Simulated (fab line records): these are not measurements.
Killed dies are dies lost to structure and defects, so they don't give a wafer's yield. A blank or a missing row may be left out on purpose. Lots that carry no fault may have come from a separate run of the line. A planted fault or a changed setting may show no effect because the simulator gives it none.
Struck lot and sound lot, side by side ; flow n5-finfet ; 15 out of 1938 route steps
Sound: the wafers L764.1, L764.2, L764.5. Struck: wafers L767.3, L767.6 (left out: L767.2, a lot-mate that was not struck); the cause follows at the end.
At each step with rows: each side's tool, then ch and its chambers, then its first start. Under that, the readings that differ: sound wafers ; struck wafers ; difference of the means ; sigmas: that difference in standard deviations of wafers without a fault.
alike: words and numbers the same on both sides, and readings whose means are apart by under 2 such deviations; not compared: readings that were withheld, readings missing a value for some wafer, numbers with overlapping values and no deviation given by the record, and bounds like >300 which may hide the same value.
A row with sigmas, a row that says differs or no value, or rows on one side alone: a step with any of these is where the two part. When numbers do not overlap yet have no deviation, they are printed without sigmas and do not part them. A reading that every wafer of one side lacks parts them only if that side has two wafers or more.

first, 3 steps without rows for these wafers: N5_BEOL_M8_EXPOSE_08 (exposes mask M8); N5_BEOL_M8_PEB_09 (peb time 60 s); N5_BEOL_M8_DEVELOP_10 (develop time 30 s).
N5_BEOL_M8_CD_MEAS_11: the cd target is 38.5 nm.
  sound on cd-sem-02 ch 0, day 11 00:17; struck on cd-sem-03 ch 0, day 12 15:39
  alike: cd-nm
N5_BEOL_M8_OVL_MEAS_12:
  sound on overlay-01 ch 0, day 11 00:19; struck on overlay-02 ch 0, day 12 15:40
  alike: M8_OVL
N5_BEOL_M8_INSPECT_13: inspects for defects (brightfield).
  sound on defect-inspect-02 at day 11 00:21; struck on defect-inspect-02 at day 12 15:42
  alike: raw-defect-count
N5_BEOL_M8_DESCUM_16: chemistry O2, time 7.9 s.
  sound on rie-diel-01 ch 1,2,3, day 11 00:34; struck on rie-diel-01 ch 0,3, day 12 15:44
  alike: drypump-motor-current-A, o2-flow-sccm, oes-product-au, rf-vpp-V, showerhead-plenum-p-Torr, throttle-valve-pct
  not compared: rf-hours-counter-h
N5_BEOL_M8_ETCH_61: etches SiARC in CF4, target depth 45.5 nm, time 75.8 s.
  sound on rie-diel-01 ch 1,2,3, day 11 00:37; struck on rie-diel-01 ch 0,3, day 12 15:46
  alike: bias-w, drypump-motor-current-A, etch-rf-on-time-s, oes-product-au, rf-vpp-V, showerhead-plenum-p-Torr, throttle-valve-pct
  not compared: rf-hours-counter-h
N5_BEOL_M8_ETCH_62: etches SOC in N2/H2, target depth 110 nm, overetch 22 nm, time 165 s.
  sound on rie-diel-01 ch 1,2,3, day 11 00:40; struck on rie-diel-01 ch 0,3, day 12 15:49
  alike: bias-w, drypump-motor-current-A, oes-product-au, rf-vpp-V, showerhead-plenum-p-Torr, throttle-valve-pct
  not compared: rf-hours-counter-h
then, 1 step without rows for these wafers: N5_BEOL_M8_STRIP_68 (strips in N2/H2).
N5_BEOL_M8_STRIP_67: strips in CF4.
  sound on rie-diel-01 ch 1,2,3, day 11 00:49; struck on rie-diel-01 ch 0,3, day 12 15:58
  alike: chamber-pressure-mTorr, drypump-motor-current-A, oes-product-au, rf-vpp-V, showerhead-plenum-p-Torr, throttle-valve-pct
  not compared: rf-hours-counter-h
N5_BEOL_M8_HM_OPEN_17: chemistry Cl2/BCl3, target TiN, target depth 20 nm, overetch 6 nm.
  sound on rie-metal-03 ch 0,1, day 11 00:51; struck on rie-metal-01 ch 0, day 12 16:01
reading;sound;struck;difference;sigmas
oes-product-au (a.u.);0.75 0.77 0.76;0.63 0.63;-0.13;-2
  alike: bias-w, drypump-motor-current-A, throttle-valve-pct
  not compared: rf-hours-counter-h
N5_BEOL_M8_STRIP_19: strips in O2.
  sound on rie-diel-06 ch 2,3, day 11 01:20; struck on rie-diel-06 ch 0, day 12 16:07
reading;sound;struck;difference;sigmas
chamber-pressure-mTorr (mTorr);29.95 30.01 30.02;39.05 39.01;+9.04;+99 or more
throttle-valve-pct (%);16.77 17.21 17.20;16.38 16.35;-0.69;-3
  alike: drypump-motor-current-A, o2-flow-sccm, oes-product-au, rf-vpp-V, showerhead-plenum-p-Torr
  not compared: rf-hours-counter-h
N5_BEOL_M8_CD_MEAS_18: pitch 80 nm, target cd 40 nm.
  sound on cd-sem-02 at day 11 01:24; struck on cd-sem-02 at day 12 16:11
  alike: cd-nm
-- a jump in the record: the struck wafers' starts before and after are 3 days apart (it breaks off in module BEOL_M8 and resumes in module PASSIVATION, where the first step shown is number 1936 of the route) --
N5_PASSIVATION_PROBE_49:
  sound on prober-02 at day 14 08:16; struck on prober-01 at day 15 17:53
  alike: defect-limited-yield, killed_at_M0_to_M3, killed_at_M4_up, killed-at-contacts, killed-at-front-end, killed-at-other, killed-dies, killed-open, killed-short, sort_bin_5_function, sort_bin_6_memory, sort_bin_8_speed, sort-n-pass, sort-yield-pct

== WHERE THEY PART ==
Earliest at N5_BEOL_M8_HM_OPEN_17; latest, in this record, at N5_BEOL_M8_STRIP_19. Later steps at which nothing parts them and some readings are alike: N5_BEOL_M8_CD_MEAS_18, N5_PASSIVATION_PROBE_49.

WHY: whatever the simulator had introduced
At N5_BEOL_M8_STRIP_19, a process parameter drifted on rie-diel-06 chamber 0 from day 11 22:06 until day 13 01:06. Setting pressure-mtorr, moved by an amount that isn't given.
